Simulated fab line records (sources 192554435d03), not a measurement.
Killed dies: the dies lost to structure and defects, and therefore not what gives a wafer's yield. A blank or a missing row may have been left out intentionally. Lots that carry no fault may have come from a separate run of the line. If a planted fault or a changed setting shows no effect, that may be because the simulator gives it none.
Chamber matching / flow n5-finfet / N5_BEOL_M7_STRIP_67 on rie-diel-03: 4 sister chambers
The step strips in CF4. 22 wafers are shown with their chamber, then 11 later ones without.

## WAFERS PAIRED WITH THEIR CHAMBERS
wafer=L076.3; chamber=2; drypump-motor-current-A (A)=5.6; showerhead-plenum-p-Torr (Torr)=1.78; throttle-valve-pct (%)=13.88
wafer=L076.5; chamber=3; drypump-motor-current-A (A)=5.8; showerhead-plenum-p-Torr (Torr)=1.81; throttle-valve-pct (%)=13.37
wafer=L076.6; chamber=0; drypump-motor-current-A (A)=5.1; showerhead-plenum-p-Torr (Torr)=1.77; throttle-valve-pct (%)=13.98
wafer=L079.1; chamber=1; drypump-motor-current-A (A)=6.3; showerhead-plenum-p-Torr (Torr)=1.84; throttle-valve-pct (%)=13.48
wafer=L079.4; chamber=2; drypump-motor-current-A (A)=5.7; showerhead-plenum-p-Torr (Torr)=1.78; throttle-valve-pct (%)=13.87
wafer=L079.5; chamber=2; drypump-motor-current-A (A)=5.6; showerhead-plenum-p-Torr (Torr)=1.78; throttle-valve-pct (%)=13.90
wafer=L078.1; chamber=0; drypump-motor-current-A (A)=5.1; showerhead-plenum-p-Torr (Torr)=1.77; throttle-valve-pct (%)=13.97
wafer=L078.2; chamber=3; drypump-motor-current-A (A)=5.8; showerhead-plenum-p-Torr (Torr)=1.81; throttle-valve-pct (%)=13.37
wafer=L078.6; chamber=3; drypump-motor-current-A (A)=5.8; showerhead-plenum-p-Torr (Torr)=1.81; throttle-valve-pct (%)=13.38
wafer=L083.1; chamber=3; drypump-motor-current-A (A)=5.8; showerhead-plenum-p-Torr (Torr)=1.80; throttle-valve-pct (%)=13.39
wafer=L083.2; chamber=2; drypump-motor-current-A (A)=5.6; showerhead-plenum-p-Torr (Torr)=1.77; throttle-valve-pct (%)=13.90
wafer=L083.3; chamber=1; drypump-motor-current-A (A)=6.3; showerhead-plenum-p-Torr (Torr)=1.84; throttle-valve-pct (%)=13.52
wafer=L083.4; chamber=2; drypump-motor-current-A (A)=5.6; showerhead-plenum-p-Torr (Torr)=1.77; throttle-valve-pct (%)=13.88
wafer=L083.5; chamber=1; drypump-motor-current-A (A)=6.3; showerhead-plenum-p-Torr (Torr)=1.84; throttle-valve-pct (%)=13.52
wafer=L083.6; chamber=3; drypump-motor-current-A (A)=5.8; showerhead-plenum-p-Torr (Torr)=1.80; throttle-valve-pct (%)=13.42
wafer=L082.2; chamber=3; drypump-motor-current-A (A)=5.8; showerhead-plenum-p-Torr (Torr)=1.80; throttle-valve-pct (%)=13.39
wafer=L082.5; chamber=3; drypump-motor-current-A (A)=5.8; showerhead-plenum-p-Torr (Torr)=1.80; throttle-valve-pct (%)=13.38
wafer=L082.6; chamber=2; drypump-motor-current-A (A)=5.6; showerhead-plenum-p-Torr (Torr)=1.77; throttle-valve-pct (%)=13.91
wafer=L090.1; chamber=3; drypump-motor-current-A (A)=5.8; showerhead-plenum-p-Torr (Torr)=1.80; throttle-valve-pct (%)=13.42
wafer=L090.2; chamber=1; drypump-motor-current-A (A)=6.3; showerhead-plenum-p-Torr (Torr)=1.84; throttle-valve-pct (%)=12.96
wafer=L090.3; chamber=2; drypump-motor-current-A (A)=5.6; showerhead-plenum-p-Torr (Torr)=1.77; throttle-valve-pct (%)=13.92
wafer=L089.1; chamber=2; drypump-motor-current-A (A)=5.6; showerhead-plenum-p-Torr (Torr)=1.77; throttle-valve-pct (%)=13.92

SIGNATURES (means of the wafers above)
reading=drypump-motor-current-A; chamber 0=5.100; chamber 1=6.300; chamber 2=5.612; chamber 3=5.800; scatter within a chamber=0.022
reading=showerhead-plenum-p-Torr; chamber 0=1.7700; chamber 1=1.8400; chamber 2=1.7737; chamber 3=1.8037; scatter within a chamber=0.00456
reading=throttle-valve-pct; chamber 0=13.9750; chamber 1=13.3700; chamber 2=13.8975; chamber 3=13.3900; scatter within a chamber=0.113
Rule: a wafer lies at a distance from a chamber equal to the root of the sum of squares, over the readings, of (its reading less the chamber's mean, divided by the reading's scatter). The wafer belongs to the nearest chamber; if the next one is less than 2 further off, it can't be placed. The scatter: the root of (the sum of the squares of (reading less its chamber's mean) over the shown wafers, divided by (wafers less chambers)).

## WAFERS MISSING THEIR CHAMBER
wafer=L089.3; drypump-motor-current-A (A)=6.3; showerhead-plenum-p-Torr (Torr)=1.84; throttle-valve-pct (%)=12.96
wafer=L089.4; drypump-motor-current-A (A)=5.1; showerhead-plenum-p-Torr (Torr)=1.77; throttle-valve-pct (%)=13.44
wafer=L092.2; drypump-motor-current-A (A)=6.3; showerhead-plenum-p-Torr (Torr)=1.84; throttle-valve-pct (%)=12.97
wafer=L092.4; drypump-motor-current-A (A)=5.1; showerhead-plenum-p-Torr (Torr)=1.77; throttle-valve-pct (%)=13.43
wafer=L092.5; drypump-motor-current-A (A)=5.7; showerhead-plenum-p-Torr (Torr)=1.77; throttle-valve-pct (%)=13.92
wafer=L094.3; drypump-motor-current-A (A)=5.8; showerhead-plenum-p-Torr (Torr)=1.80; throttle-valve-pct (%)=13.44
wafer=L094.4; drypump-motor-current-A (A)=5.6; showerhead-plenum-p-Torr (Torr)=1.77; throttle-valve-pct (%)=13.95
wafer=L094.6; drypump-motor-current-A (A)=6.3; showerhead-plenum-p-Torr (Torr)=1.83; throttle-valve-pct (%)=12.99
wafer=L096.2; drypump-motor-current-A (A)=6.3; showerhead-plenum-p-Torr (Torr)=1.83; throttle-valve-pct (%)=13.01
wafer=L096.3; drypump-motor-current-A (A)=5.8; showerhead-plenum-p-Torr (Torr)=1.80; throttle-valve-pct (%)=13.46
wafer=L096.5; drypump-motor-current-A (A)=5.6; showerhead-plenum-p-Torr (Torr)=1.77; throttle-valve-pct (%)=13.95

## THE CHAMBER EACH PASSED THROUGH
wafer=L089.3; from the rows above=1; in truth=1
wafer=L089.4; from the rows above=0; in truth=0
wafer=L092.2; from the rows above=1; in truth=1
wafer=L092.4; from the rows above=0; in truth=0
wafer=L092.5; from the rows above=2; in truth=2
wafer=L094.3; from the rows above=3; in truth=3
wafer=L094.4; from the rows above=2; in truth=2
wafer=L094.6; from the rows above=1; in truth=1
wafer=L096.2; from the rows above=1; in truth=1
wafer=L096.3; from the rows above=3; in truth=3
wafer=L096.5; from the rows above=2; in truth=2
Placed correctly: 11 of 11. Can't be placed from these rows: 0. Number placed wrongly: 0.
